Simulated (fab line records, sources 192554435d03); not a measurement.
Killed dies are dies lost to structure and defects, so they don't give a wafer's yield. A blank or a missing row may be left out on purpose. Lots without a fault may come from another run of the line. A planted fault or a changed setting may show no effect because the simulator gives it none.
Chamber matching | flow n5_finfet | N5_BEOL_M13_DESCUM_33 on rie_diel-03: 4 sister chambers
The step chemistry O2, time 7.9 s. 8 wafers are shown with their chamber, then 8 later ones without.

WAFERS WITH THEIR CHAMBER
wafer  | chamber | drypump_motor_current_A (A) | throttle_valve_pct (%)
L079.5 | 1       | 6.1                         | 20.29
L083.4 | 2       | 5.0                         | 20.45
L084.3 | 3       | 5.4                         | 20.16
L084.5 | 1       | 6.1                         | 20.30
L085.3 | 3       | 5.4                         | 20.16
L087.3 | 2       | 5.1                         | 20.46
L087.6 | 0       | 5.9                         | 20.70
L093.1 | 0       | 5.9                         | 20.71

WAFERS WITHOUT THEIR CHAMBER
wafer  | drypump_motor_current_A (A) | throttle_valve_pct (%)
L093.5 | 5.1                         | 20.49
L093.6 | 6.1                         | 20.34
L094.2 | 5.9                         | 20.72
L094.3 | 5.1                         | 20.48
L094.5 | 5.0                         | 20.49
L095.1 | 6.1                         | 20.34
L095.2 | 5.9                         | 20.73
L095.4 | 5.4                         | 20.20

WHICH CHAMBER EACH WENT THROUGH
wafer  | from the rows above | in truth
L093.5 | 2                   | 2
L093.6 | 1                   | 1
L094.2 | 0                   | 0
L094.3 | 2                   | 2
L094.5 | 2                   | 2
L095.1 | 1                   | 1
L095.2 | 0                   | 0
L095.4 | 3                   | 3
Placed correctly: 8 of 8. Can't be placed from these rows: 0. Placed wrongly: 0.
How it was worked out, from the rows above alone: a wafer's distance from a chamber is the root of the sum, over the readings, of the square of ((its reading less the chamber's mean) divided by the reading's scatter). The wafer belongs to the nearest chamber; if the next one is less than 2 further off, it can't be placed. A chamber's mean is the mean of its shown wafers. The scatter: the root of (the sum of the squares of (reading less its chamber's mean) over the shown wafers, divided by (wafers less chambers)).
